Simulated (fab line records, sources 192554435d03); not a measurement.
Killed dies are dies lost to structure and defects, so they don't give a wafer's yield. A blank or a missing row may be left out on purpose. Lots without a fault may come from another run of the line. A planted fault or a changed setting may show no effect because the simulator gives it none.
fab line records | flow n5_finfet
record lots=7 wafers=21
route steps=1938 shown BEOL_M2@847 BEOL_M3@938 BEOL_M4@1064 BEOL_M5@1120
start_h: hours from the record's first day to the start of the lot's first wafer shown | wait_h: hours since the lot's step before | " the same as in the row above | L1.1+2: a row that stands for several wafers | - no value, or no start given | * or withheld: withheld | < > ~ a bound
route shown NAME@n: a module of which the file shows steps, and the number in the route of the first | usual: mean/standard deviation of fault-free wafers | same: alike in all rows | chamber/n: place in a boat | sites: the reading at each site | _std_site: their standard deviation | _edge_site: outer sites' mean less inner sites' | radius_mm: how far each site lies from the wafer's centre | mask NAME#n: copy n | behind: the tool/chamber that last shaped the wafer | hold: why the lot was held/for how many hours/how that ended | device: the transistor (n, p or np) that didn't switch | end of line: the same wafers' tests at the end of the route | a step without rows: its recipe alone | killed: dies lost to structure and defects at the first sort, not the wafer's yield | map: a wafer's dies, x killed, . not, _ none there
set.NAME: the setting as run; set.NAME@STEP: as run at that earlier step | model.NAME: the simulator's own value behind a step, which no gauge read
lots whose settings were changed on purpose; a table a step, a row a wafer
## steps
# step N5_BEOL_M2_COAT_73
# recipe resist=underlayer temp_c=205 time_s=60 spin_rpm=1500 resist_thk_nm=5
# columns lot.wafer tool chamber start_h wait_h set.temp_c
L074.1+3 litho_track-03 0 - - 205
L074.2 " 0 " " 207.7
L076.1+2+6 litho_track-03 0 - - 205
L083.3+4+5 litho_track-04 0 - - 210.2
L089.1+4+5 litho_track-04 0 - - 205
L092.1+6 litho_track-02 0 - - 209.9
L092.4 " 0 " " 205
L095.1+3 litho_track-04 0 - - 214.2
L095.4 " 0 " " 205
L096.2+4+5 litho_track-04 0 - - 205
# step N5_BEOL_M2_COAT_05
# recipe resist=CAR-EUV spin_rpm=1500 resist_thk_nm=30
# step N5_BEOL_M2_EBR_07
# recipe solvent=PGMEA ebr_width_mm=1.5
# step N5_BEOL_M2_ETCH_74
# recipe chemistry=N2/H2 target=underlayer target_depth_a=65 mask_material=CAR-EUV time_s=5.2 ion_energy_ev=200 pressure_mtorr=30 source_w=840 bias_w=150 n2_flow_sccm=200 h2_flow_sccm=200 ends=cleared
# step N5_BEOL_M2_ETCH_63
# recipe chemistry=CF4 target=SiARC target_depth_a=156 mask_material=CAR-EUV time_s=26 ion_energy_ev=80 pressure_mtorr=40 source_w=545 bias_w=36 Ar_flow_sccm=100 cf4_flow_sccm=100 ends=cleared
# step N5_BEOL_M2_ETCH_64
# recipe chemistry=N2/H2 target=SOC target_depth_a=750 overetch_a=225 mask_material=SiARC temp_c=40 time_s=121.9 ion_energy_ev=200 pressure_mtorr=30 source_w=840 bias_w=150 n2_flow_sccm=200 h2_flow_sccm=200
# columns lot.wafer tool chamber start_h wait_h set.spin_rpm@BEOL_M2_COAT_61 model.etch.depth_nm
L074.1 rie_diel-06 0 134.17 0.0 1500 60.06
L074.2 " 3 " " 1500 60.01
L074.3 " 2 " " 1414 61.79
L076.1 rie_diel-06 0 149.51 0.0 1450 61.22
L076.2 " 1 " " 1500 60.12
L076.6 " 2 " " 1500 60.19
L083.3+5 rie_diel-01 3 192.96 0.0 1500 59.66
L083.4 " 1 " " 1500 59.54
L089.1 rie_diel-06 2 226.05 0.0 1500 59.68
L089.4 " 0 " " 1500 59.64
L089.5 " 0 " " 1500 59.56
L092.1 rie_diel-02 1 243.81 0.0 1632 57.46
L092.4 " 3 " " 1632 57.54
L092.6 " 2 " " 1500 59.84
L095.1 rie_diel-02 0 255.28 0.0 1500 59.98
L095.3 " 3 " " 1500 60.12
L095.4 " 2 " " 1500 59.97
L096.2 rie_diel-06 2 266.69 0.0 1500 59.95
L096.4 " 3 " " 1376 62.67
L096.5 " 0 " " 1500 59.99
# step N5_BEOL_M3_COAT_05
# recipe resist=CAR-EUV spin_rpm=1500 resist_thk_nm=30
# columns lot.wafer tool chamber start_h wait_h set.spin_rpm model.CAR-EUV_of_BEOL_M3_COAT_05.thk_nm
L074.1+2 litho_track-01 0 - - 1500 30
L074.3 " 0 " " 1500 29.8
L076.1 litho_track-01 0 - - 1500 30
L076.2 " 0 " " 1336 31.8
L076.6 " 0 " " 1500 30.2
L083.3 litho_track-01 0 - - 1429 30.8
L083.4+5 " 0 " " 1500 30
L089.1+4+5 litho_track-02 0 - - 1500 30
L092.1+4 litho_track-01 0 - - 1567 29.4
L092.6 " 0 " " 1500 30
L095.1+3 litho_track-01 0 - - 1579 29.4
L095.4 " 0 " " 1500 30.2
L096.2+4 litho_track-01 0 - - 1500 30
L096.5 " 0 " " 1405 31
# step N5_BEOL_M3_EXPOSE_08
# recipe mask_id=M3 na=0.33 source_shape=dipole sigma_inner=0.369 sigma_outer=0.767 polarization=unpolarized dose_mj=33
# columns lot.wafer tool chamber start_h wait_h mask set.dose_mj
L074.1+2+3 euv_scanner-02 0 142.56 - M3#0 33
L076.1+2+6 euv_scanner-01 0 156.15 - M3#0 33
L083.3+4 euv_scanner-02 0 199.57 - M3#0 33
L083.5 " 0 " " M3#0 35
L089.1+4+5 euv_scanner-02 0 238.86 - M3#0 33
L092.1+6 euv_scanner-01 0 252.16 - M3#0 34.94
L092.4 " 0 " " M3#0 33
L095.1+3+4 euv_scanner-02 0 270.15 - M3#0 33
L096.2 euv_scanner-02 0 273.91 - M3#0 33
L096.4+5 " 0 " " M3#0 35.34
# step N5_BEOL_M3_PEB_09
# recipe peb_temp_c=100 peb_time_s=60 resist=CAR-EUV
# step N5_BEOL_M3_DEVELOP_10
# recipe develop_time_s=30 developer=TMAH resist=CAR-EUV rinse_liquid=surfactant_rinse dry=air_spin dev_temp_c=23
# columns lot.wafer tool chamber start_h wait_h set.spin_rpm@BEOL_M3_COAT_05 model.CAR-EUV_of_BEOL_M3_COAT_05.thk_nm
L074.1+2+3 litho_track-02 0 - - 1500 29.4
L076.1+6 litho_track-01 0 - - 1500 29.6
L076.2 " 0 " " 1336 31.4
L083.3 litho_track-02 0 - - 1429 30.2
L083.4+5 " 0 " " 1500 29.6
L089.1+4+5 litho_track-02 0 - - 1500 29.6
L092.1 litho_track-05 0 - - 1567 28.8
L092.4 " 0 " " 1567 29
L092.6 " 0 " " 1500 29.6
L095.1+3 litho_track-01 0 - - 1579 29
L095.4 " 0 " " 1500 29.6
L096.2 litho_track-01 0 - - 1500 29.6
L096.4 " 0 " " 1500 29.4
L096.5 " 0 " " 1405 30.6
# step N5_BEOL_M3_CD_MEAS_11
# recipe target_cd_nm=17.05 landing_energy_ev=500 detector=se_inlens polarity=opening
# usual cd_nm=16.96/0.24
# columns lot.wafer tool chamber start_h wait_h set.dose_mj@BEOL_M3_EXPOSE_08 cd_nm
L074.1 cd_sem-03 0 142.68 - 33 16.79
L074.2 " 0 " " 33 16.94
L074.3 " 0 " " 33 16.78
L076.1 cd_sem-01 0 156.27 - 33 16.74
L076.2 " 0 " " 33 16.80
L076.6 " 0 " " 33 17.11
L083.3 cd_sem-03 0 199.68 - 33 17.16
L083.4 " 0 " " 33 16.96
L083.5 " 0 " " 35 18.58
L089.1 cd_sem-01 0 238.99 - 33 16.99
L089.4 " 0 " " 33 17.13
L089.5 " 0 " " 33 17.13
L092.1 cd_sem-03 0 252.29 - 34.94 17.87
L092.4 " 0 " " 33 16.84
L092.6 " 0 " " 34.94 17.82
L095.1 cd_sem-03 0 270.28 - 33 17.18
L095.3 " 0 " " 33 16.92
L095.4 " 0 " " 33 17.03
L096.2 cd_sem-03 0 274.04 - 33 16.92
L096.4 " 0 " " 35.34 18.53
L096.5 " 0 " " 35.34 18.33
# step N5_BEOL_M3_DESCUM_16
# recipe chemistry=O2 time_s=7 source_power_w=50 bias_power_w=20 pressure_mtorr=20 rf_frequency_hz=2.712e+07 temp_c=40 resist=CAR-EUV o2_flow_sccm=225
# step N5_BEOL_M3_ETCH_74
# recipe chemistry=N2/H2 target=underlayer target_depth_a=65 mask_material=CAR-EUV time_s=5.2 ion_energy_ev=200 pressure_mtorr=30 source_w=840 bias_w=150 n2_flow_sccm=200 h2_flow_sccm=200 ends=cleared
# columns lot.wafer tool chamber start_h wait_h set.dose_mj@BEOL_M3_EXPOSE_08 model.BEOL_M3.cd_offset_nm
L074.1 rie_diel-04 0 142.84 0.0 33 -0.2
L074.2 " 2 " " 33 -0.4
L074.3 " 1 " " 33 0
L076.1 rie_diel-03 3 156.43 0.0 33 -0.2
L076.2+6 " 1,0 " " 33 -0.4
L083.3 rie_diel-05 2 200.03 0.0 33 0
L083.4 " 0 " " 33 0.4
L083.5 " 2 " " 35 1.2
L089.1+4 rie_diel-05 0,3 239.14 0.0 33 0
L089.5 " 2 " " 33 -0.2
L092.1 rie_diel-03 3 252.86 0.0 34.94 1.2
L092.4 " 3 " " 33 0
L092.6 " 0 " " 34.94 0.8
L095.1 rie_diel-04 1 270.44 0.0 33 0.2
L095.3+4 " 0,2 " " 33 0
L096.2 rie_diel-05 0 274.24 0.0 33 0
L096.4 " 3 " " 35.34 1.2
L096.5 " 1 " " 35.34 1
# step N5_BEOL_M3_VIA_ETCH_34
# recipe chemistry=C4F6/O2 target_depth_a=694 mask_material=SOC pressure_mtorr=15 ion_energy_ev=250 taper_deg=4 time_s=65.9 source_w=350 bias_w=170 Ar_flow_sccm=300 C4F6_flow_sccm=10 O2_flow_sccm=10
# columns lot.wafer tool chamber start_h wait_h set.time_s model.etch.depth_nm model.SOC_of_BEOL_M3_COAT_67.thk_nm
L074.1 rie_diel-03 3 144.66 0.0 65.9 69.8 51.6
L074.2 " 0 " " 65.9 69.65 51.4
L074.3 " 1 " " 65.9 71.02 51.6
L076.1 rie_diel-03 0 160.75 0.0 72.04 75.23 51.2
L076.2 " 1 " " 65.9 70.51 51.6
L076.6 " 1 " " 65.9 69.59 51.8
L083.3 rie_diel-03 2 205.47 0.0 65.9 69.31 51.8
L083.4 " 3 " " 65.9 72.16 51.4
L083.5 " 1 " " 65.9 70.59 51.6
L089.1 rie_diel-03 3 242.07 0.0 65.9 72.62 51.6
L089.4 " 2 " " 65.9 69.14 52
L089.5 " 3 " " 65.9 72.7 51.4
L092.1 rie_diel-05 1 260.25 0.0 65.9 68.5 52
L092.4 " 1 " " 65.9 68.61 52
L092.6 " 0 " " 65.9 70.2 52
L095.1 rie_diel-05 3 272.53 0.0 65.9 69.99 52
L095.3 " 1 " " 71.79 74.59 51.4
L095.4 " 2 " " 71.79 77.41 50.8
L096.2 rie_diel-04 1 275.76 0.0 65.9 67.25 52.2
L096.4 " 0 " " 65.9 70.63 51.6
L096.5 " 1 " " 80.04 82.31 50.4
# step N5_BEOL_M4_ETCH_70
# recipe chemistry=N2/H2 target=SOC target_depth_a=800 overetch_a=240 mask_material=SiARC temp_c=40 time_s=130 ion_energy_ev=200 pressure_mtorr=30 source_w=840 bias_w=150 n2_flow_sccm=200 h2_flow_sccm=200
# columns lot.wafer tool chamber start_h wait_h set.time_s model.SiARC_of_BEOL_M4_COAT_68.thk_nm
L074.1 rie_diel-06 3 153.55 0.0 130 5.6
L074.2 " 0 " " 108.4 6.8
L074.3 " 1 " " 108.4 7
L076.1+6 rie_diel-01 3 172.02 0.0 130 5.8
L076.2 " 1 " " 141.5 5.2
L083.3 rie_diel-06 2 216.18 0.0 130 5.6
L083.4+5 " 0,1 " " 130 5.8
L089.1+4+5 rie_diel-02 2,0,2 250.95 0.0 130 6
L092.1 rie_diel-02 3 269.64 0.0 130 6
L092.4+6 " 0 " " 130 5.8
L095.1+4 rie_diel-01 3,2 296.66 0.0 130 6
L095.3 " 1 " " 130 5.8
L096.2 rie_diel-02 0 301.48 0.0 103.6 7.2
L096.4 " 1 " " 130 5.8
L096.5 " 3 " " 130 6
# step N5_BEOL_M5_COAT_05
# recipe resist=CAR-EUV spin_rpm=1500 resist_thk_nm=30
# columns lot.wafer tool chamber start_h wait_h set.spin_rpm model.CAR-EUV_of_BEOL_M5_COAT_05.thk_nm
L074.1 litho_track-01 0 - - 1576 29.2
L074.2 " 0 " " 1576 29.4
L074.3 " 0 " " 1500 30
L076.1+2+6 litho_track-03 0 - - 1500 30
L083.3 litho_track-01 0 - - 1339 31.6
L083.4 " 0 " " 1500 30
L083.5 " 0 " " 1500 29.8
L089.1+4+5 litho_track-01 0 - - 1500 30
L092.1 litho_track-01 0 - - 1648 28.8
L092.4 " 0 " " 1648 28.6
L092.6 " 0 " " 1500 30.2
L095.1+3+4 litho_track-03 0 - - 1500 30
L096.2+4 litho_track-03 0 - - 1500 30
L096.5 " 0 " " 1500 29.8
# step N5_BEOL_M5_EBR_07
# recipe solvent=PGMEA ebr_width_mm=1.5
# step N5_BEOL_M5_SOFTBAKE_06
# recipe temp_c=110 time_s=60 resist=CAR-EUV
# step N5_BEOL_M5_DESCUM_16
# recipe chemistry=O2 time_s=7 source_power_w=50 bias_power_w=20 pressure_mtorr=20 rf_frequency_hz=2.712e+07 temp_c=40 resist=CAR-EUV o2_flow_sccm=225
# columns lot.wafer tool chamber start_h wait_h set.spin_rpm@BEOL_M5_COAT_05 model.CAR-EUV_of_BEOL_M5_COAT_05.thk_nm
L074.1+2 rie_diel-04 3,0 161.81 0.0 1576 25.4
L074.3 " 1 " " 1500 26.2
L076.1+2+6 rie_diel-04 1,0,3 179.92 0.5 1500 26
L083.3 rie_diel-05 2 225.89 0.1 1339 27.6
L083.4 " 0 " " 1500 26
L083.5 " 2 " " 1500 25.8
L089.1+4+5 rie_diel-04 2,3,3 258.75 0.0 1500 26
L092.1 rie_diel-03 1 276.76 0.0 1648 24.8
L092.4 " 0 " " 1648 24.6
L092.6 " 2 " " 1500 26.2
L095.1+3+4 rie_diel-03 0,2,3 302.77 0.0 1500 26
L096.2+4+5 rie_diel-03 1,2,1 309.06 0.1 1500 26
# step N5_BEOL_M5_COAT_65
# recipe resist=SOC temp_c=250 time_s=60 spin_rpm=1500 resist_thk_nm=60
# columns lot.wafer tool chamber start_h wait_h set.spin_rpm model.SOC_of_BEOL_M5_COAT_65.thk_nm
L074.1+3 litho_track-01 0 162.27 0.0 1500 60.2
L074.2 " 0 " " 1500 60
L076.1+2 litho_track-01 0 180.40 0.0 1500 60.4
L076.6 " 0 " " 1500 60.2
L083.3+5 litho_track-03 0 226.45 0.0 1500 60.4
L083.4 " 0 " " 1500 60.2
L089.1+5 litho_track-01 0 259.21 0.0 1500 59.8
L089.4 " 0 " " 1500 60
L092.1 litho_track-03 0 278.65 1.5 1393 62.2
L092.4 " 0 " " 1393 61.8
L092.6 " 0 " " 1393 62
L095.1 litho_track-01 0 303.26 0.1 1500 60.2
L095.3 " 0 " " 1500 60.4
L095.4 " 0 " " 1428 62
L096.2+5 litho_track-02 0 309.79 0.3 1450 61
L096.4 " 0 " " 1500 59.8
# step N5_BEOL_M5_COAT_22
# recipe resist=CAR-EUV spin_rpm=1500 resist_thk_nm=30
# columns lot.wafer tool chamber start_h wait_h set.spin_rpm model.CAR-EUV_of_BEOL_M5_COAT_22.thk_nm
L074.1+3 litho_track-01 0 - - 1500 30
L074.2 " 0 " " 1393 31.2
L076.1+2+6 litho_track-01 0 - - 1500 30
L083.3 litho_track-03 0 - - 1428 30.8
L083.4+5 " 0 " " 1500 30
L089.1+4+5 litho_track-01 0 - - 1500 30.2
L092.1 litho_track-03 0 - - 1340 31.6
L092.4 " 0 " " 1500 30
L092.6 " 0 " " 1340 31.8
L095.1 litho_track-01 0 - - 1607 29
L095.3 " 0 " " 1500 30.2
L095.4 " 0 " " 1500 30
L096.2+5 litho_track-02 0 - - 1500 30
L096.4 " 0 " " 1500 29.8
# step N5_BEOL_M5_EBR_24
# recipe solvent=PGMEA ebr_width_mm=1.5
# step N5_BEOL_M5_SOFTBAKE_23
# recipe temp_c=110 time_s=60 resist=CAR-EUV
# step N5_BEOL_M5_EXPOSE_25
# recipe mask_id=V4 na=0.33 source_shape=quasar sigma_inner=0.2 sigma_outer=0.6 polarization=unpolarized defocus_nm=10 dose_mj=52.75
# step N5_BEOL_M5_PEB_26
# recipe peb_temp_c=100 peb_time_s=60 resist=CAR-EUV
# step N5_BEOL_M5_DEVELOP_27
# recipe develop_time_s=30 developer=TMAH resist=CAR-EUV rinse_liquid=surfactant_rinse dry=air_spin dev_temp_c=23
# columns lot.wafer tool chamber start_h wait_h set.spin_rpm@BEOL_M5_COAT_22 model.CAR-EUV_of_BEOL_M5_COAT_22.thk_nm
L074.1 litho_track-02 0 - - 1500 29.6
L074.2 " 0 " " 1393 30.8
L074.3 " 0 " " 1500 29.4
L076.1+2+6 litho_track-02 0 - - 1500 29.6
L083.3 litho_track-02 0 - - 1428 30.2
L083.4+5 " 0 " " 1500 29.6
L089.1+4 litho_track-02 0 - - 1500 29.8
L089.5 " 0 " " 1500 29.6
L092.1+6 litho_track-01 0 - - 1340 31.2
L092.4 " 0 " " 1500 29.6
L095.1 litho_track-02 0 - - 1607 28.6
L095.3+4 " 0 " " 1500 29.6
L096.2+4 litho_track-02 0 - - 1500 29.4
L096.5 " 0 " " 1500 29.6
# step N5_BEOL_M5_DESCUM_33
# recipe chemistry=O2 time_s=7 source_power_w=50 bias_power_w=20 pressure_mtorr=20 rf_frequency_hz=2.712e+07 temp_c=40 resist=CAR-EUV o2_flow_sccm=225
# columns lot.wafer tool chamber start_h wait_h set.spin_rpm@BEOL_M5_COAT_22 model.CAR-EUV_of_BEOL_M5_COAT_22.thk_nm
L074.1 rie_diel-05 1 162.94 0.2 1500 26.2
L074.2 " 0 " " 1393 27.2
L074.3 " 2 " " 1500 26
L076.1+2+6 rie_diel-04 3,0,0 181.20 0.3 1500 26
L083.3 rie_diel-04 2 226.88 0.1 1428 26.8
L083.4+5 " 1,2 " " 1500 26
L089.1+4+5 rie_diel-04 0,1,1 259.61 0.0 1500 26.2
L092.1+6 rie_diel-04 3,2 279.38 0.2 1340 27.8
L092.4 " 0 " " 1500 26
L095.1 rie_diel-03 3 303.78 0.0 1607 25
L095.3+4 " 2,1 " " 1500 26.2
L096.2+4 rie_diel-05 2,0 310.19 0.0 1500 26
L096.5 " 1 " " 1500 26.2
# step N5_BEOL_M5_ETCH_75
# recipe chemistry=N2/H2 target=underlayer target_depth_a=65 mask_material=CAR-EUV time_s=5.2 ion_energy_ev=200 pressure_mtorr=30 source_w=840 bias_w=150 n2_flow_sccm=200 h2_flow_sccm=200 ends=cleared
# step N5_BEOL_M5_ETCH_67
# recipe chemistry=CF4 target=SiARC target_depth_a=156 mask_material=CAR-EUV time_s=26 ion_energy_ev=80 pressure_mtorr=40 source_w=545 bias_w=36 Ar_flow_sccm=100 cf4_flow_sccm=100 ends=cleared
# step N5_BEOL_M5_ETCH_68
# recipe chemistry=N2/H2 target=SOC target_depth_a=800 overetch_a=160 mask_material=SiARC temp_c=40 time_s=120 ion_energy_ev=200 pressure_mtorr=30 source_w=840 bias_w=150 n2_flow_sccm=200 h2_flow_sccm=200
# columns lot.wafer tool chamber start_h wait_h set.spin_rpm@BEOL_M5_COAT_65 model.etch.depth_nm
L074.1 rie_diel-05 1 163.02 0.0 1500 60.22
L074.2 " 0 " " 1500 59.98
L074.3 " 2 " " 1500 60.14
L076.1 rie_diel-04 3 181.28 0.0 1500 60.38
L076.2 " 0 " " 1500 60.41
L076.6 " 0 " " 1500 60.18
L083.3 rie_diel-04 2 226.96 0.0 1500 60.32
L083.4 " 1 " " 1500 60.25
L083.5 " 2 " " 1500 60.34
L089.1 rie_diel-04 0 259.69 0.0 1500 59.86
L089.4 " 1 " " 1500 59.94
L089.5 " 1 " " 1500 59.76
L092.1 rie_diel-04 3 279.45 0.0 1393 62.18
L092.4 " 0 " " 1393 61.84
L092.6 " 2 " " 1393 62.01
L095.1 rie_diel-03 3 303.86 0.0 1500 60.25
L095.3 " 2 " " 1500 60.35
L095.4 " 1 " " 1428 62.02
L096.2 rie_diel-05 2 310.27 0.0 1450 61.07
L096.4 " 0 " " 1500 59.75
L096.5 " 1 " " 1450 61.08
# step N5_BEOL_M5_STRIP_69
# recipe chemistry=N2/H2 temp_c=40 n2_flow_sccm=200 h2_flow_sccm=200 rf_frequency_hz=6e+07
# step N5_BEOL_M5_STRIP_76
# recipe chemistry=N2/H2 temp_c=40 n2_flow_sccm=200 h2_flow_sccm=200 rf_frequency_hz=6e+07
# step N5_BEOL_M5_VIA_ETCH_34
# recipe chemistry=C4F6/O2 target=SiCOH_lowk target_depth_a=883 mask_material=SOC taper_deg=4 time_s=39.2 ion_energy_ev=250 pressure_mtorr=30 source_w=345 bias_w=185 Ar_flow_sccm=300 C4F6_flow_sccm=10 O2_flow_sccm=10
# columns lot.wafer tool chamber start_h wait_h set.spin_rpm@BEOL_M5_COAT_65 model.SOC_of_BEOL_M5_COAT_65.thk_nm
L074.1 rie_diel-05 1 163.13 0.0 1500 56.2
L074.2 " 0 " " 1500 55.8
L074.3 " 2 " " 1500 56
L076.1+6 rie_diel-04 3,0 181.38 0.0 1500 56.2
L076.2 " 0 " " 1500 56.4
L083.3+4+5 rie_diel-04 2,1,2 227.06 0.0 1500 56.2
L089.1+5 rie_diel-04 0,1 259.79 0.0 1500 55.8
L089.4 " 1 " " 1500 56
L092.1 rie_diel-04 3 279.56 0.0 1393 58
L092.4+6 " 0,2 " " 1393 57.8
L095.1 rie_diel-03 3 303.96 0.0 1500 55.8
L095.3 " 2 " " 1500 56.2
L095.4 " 1 " " 1428 57.8
L096.2 rie_diel-05 2 310.37 0.0 1450 56.8
L096.4 " 0 " " 1500 55.6
L096.5 " 1 " " 1450 57
## key
split step=N5_BEOL_M2_COAT_73 setting=temp_c stated=205 by=wafer
response none clear
split step=N5_BEOL_M3_COAT_05 setting=spin_rpm stated=1500 by=wafer
response step=N5_BEOL_M3_COAT_05 reading=model.CAR-EUV_of_BEOL_M3_COAT_05.thk_nm change=-0.155 per=1% r=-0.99
response step=N5_BEOL_M3_DEVELOP_10 reading=model.CAR-EUV_of_BEOL_M3_COAT_05.thk_nm change=-0.156 per=1% r=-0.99
split step=N5_BEOL_M3_EXPOSE_08 setting=dose_mj stated=33 by=wafer
response step=N5_BEOL_M3_CD_MEAS_11 reading=cd_nm change=+0.213 per=1% r=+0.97
response step=N5_BEOL_M3_ETCH_74 reading=model.BEOL_M3.cd_offset_nm change=+0.162 per=1% r=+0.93
split step=N5_BEOL_M3_VIA_ETCH_34 setting=time_s stated=65.9 by=wafer
response step=N5_BEOL_M3_VIA_ETCH_34 reading=model.etch.depth_nm change=+0.62 per=1% r=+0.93
response step=N5_BEOL_M3_VIA_ETCH_34 reading=model.SOC_of_BEOL_M3_COAT_67.thk_nm change=-0.0716 per=1% r=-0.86
split step=N5_BEOL_M4_ETCH_70 setting=time_s stated=130 by=wafer
response step=N5_BEOL_M4_ETCH_70 reading=model.SiARC_of_BEOL_M4_COAT_68.thk_nm change=-0.0695 per=1% r=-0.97
split step=N5_BEOL_M5_COAT_05 setting=spin_rpm stated=1500 by=wafer
response step=N5_BEOL_M5_COAT_05 reading=model.CAR-EUV_of_BEOL_M5_COAT_05.thk_nm change=-0.154 per=1% r=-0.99
response step=N5_BEOL_M5_DESCUM_16 reading=model.CAR-EUV_of_BEOL_M5_COAT_05.thk_nm change=-0.156 per=1% r=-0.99
split step=N5_BEOL_M5_COAT_65 setting=spin_rpm stated=1500 by=wafer
response step=N5_BEOL_M5_COAT_65 reading=model.SOC_of_BEOL_M5_COAT_65.thk_nm change=-0.356 per=1% r=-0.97
response step=N5_BEOL_M5_ETCH_68 reading=model.etch.depth_nm change=-0.372 per=1% r=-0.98
response step=N5_BEOL_M5_VIA_ETCH_34 reading=model.SOC_of_BEOL_M5_COAT_65.thk_nm change=-0.38 per=1% r=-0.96
split step=N5_BEOL_M5_COAT_22 setting=spin_rpm stated=1500 by=wafer
response step=N5_BEOL_M5_COAT_22 reading=model.CAR-EUV_of_BEOL_M5_COAT_22.thk_nm change=-0.161 per=1% r=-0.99
response step=N5_BEOL_M5_DEVELOP_27 reading=model.CAR-EUV_of_BEOL_M5_COAT_22.thk_nm change=-0.152 per=1% r=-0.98
response step=N5_BEOL_M5_DESCUM_33 reading=model.CAR-EUV_of_BEOL_M5_COAT_22.thk_nm change=-0.165 per=1% r=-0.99
split outside_this_file step=N5_BEOL_M2_COAT_61 setting=spin_rpm
# split outside_this_file: this setting was split too, and the file shows its column; the key of that split is in another file
